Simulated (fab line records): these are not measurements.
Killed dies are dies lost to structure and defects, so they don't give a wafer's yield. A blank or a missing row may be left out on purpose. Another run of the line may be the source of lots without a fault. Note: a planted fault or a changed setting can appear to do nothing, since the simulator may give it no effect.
Matching of chambers / flow n5 finfet / N5_BEOL_M3_ETCH_63 on rie diel-03: 4 sister chambers
The step etches SiARC in CF4, target depth 15.6 nm, time 26 s. 8 wafers are shown with their chamber, then 11 later ones without.

== EACH WAFER AND ITS CHAMBER ==
wafer=L080.3; chamber=2; showerhead plenum p Torr (Torr)=2.22; throttle valve pct (%)=15.46
wafer=L081.6; chamber=2; showerhead plenum p Torr (Torr)=2.21; throttle valve pct (%)=15.48
wafer=L090.3; chamber=1; showerhead plenum p Torr (Torr)=2.16; throttle valve pct (%)=15.41
wafer=L090.4; chamber=0; showerhead plenum p Torr (Torr)=2.10; throttle valve pct (%)=15.30
wafer=L091.1; chamber=1; showerhead plenum p Torr (Torr)=2.16; throttle valve pct (%)=15.43
wafer=L091.3; chamber=3; showerhead plenum p Torr (Torr)=2.13; throttle valve pct (%)=15.89
wafer=L091.6; chamber=0; showerhead plenum p Torr (Torr)=2.10; throttle valve pct (%)=15.29
wafer=L094.1; chamber=3; showerhead plenum p Torr (Torr)=2.13; throttle valve pct (%)=15.91

== WAFERS WITH NO CHAMBER GIVEN ==
wafer=L094.2; showerhead plenum p Torr (Torr)=2.21; throttle valve pct (%)=15.50
wafer=L094.3; showerhead plenum p Torr (Torr)=2.10; throttle valve pct (%)=15.31
wafer=L095.2; showerhead plenum p Torr (Torr)=2.13; throttle valve pct (%)=15.92
wafer=L095.3; showerhead plenum p Torr (Torr)=2.15; throttle valve pct (%)=15.43
wafer=L095.6; showerhead plenum p Torr (Torr)=2.10; throttle valve pct (%)=15.32
wafer=L097.1; showerhead plenum p Torr (Torr)=2.15; throttle valve pct (%)=15.44
wafer=L097.3; showerhead plenum p Torr (Torr)=2.10; throttle valve pct (%)=15.32
wafer=L097.6; showerhead plenum p Torr (Torr)=2.21; throttle valve pct (%)=15.51
wafer=L096.4; showerhead plenum p Torr (Torr)=2.10; throttle valve pct (%)=15.31
wafer=L096.5; showerhead plenum p Torr (Torr)=2.15; throttle valve pct (%)=15.45
wafer=L096.6; showerhead plenum p Torr (Torr)=2.21; throttle valve pct (%)=15.52

== EACH ONE'S CHAMBER ==
wafer=L094.2; from the rows above=2; in truth=2
wafer=L094.3; from the rows above=0; in truth=0
wafer=L095.2; from the rows above=3; in truth=3
wafer=L095.3; from the rows above=1; in truth=1
wafer=L095.6; from the rows above=0; in truth=0
wafer=L097.1; from the rows above=1; in truth=1
wafer=L097.3; from the rows above=0; in truth=0
wafer=L097.6; from the rows above=2; in truth=2
wafer=L096.4; from the rows above=0; in truth=0
wafer=L096.5; from the rows above=1; in truth=1
wafer=L096.6; from the rows above=2; in truth=2
Placed correctly: 11 of 11. Left unplaced by these rows: 0. Placed wrongly: 0.
How it was worked out, from the rows above alone: a wafer's distance from a chamber is the root of the sum, over the readings, of the square of ((its reading less the chamber's mean) divided by the reading's scatter). The wafer belongs to the nearest chamber; if the next one is less than 2 further off, it can't be placed. A chamber's mean is the mean of its shown wafers. The scatter: the root of (the sum of the squares of (reading less its chamber's mean) over the shown wafers, divided by (wafers less chambers)).
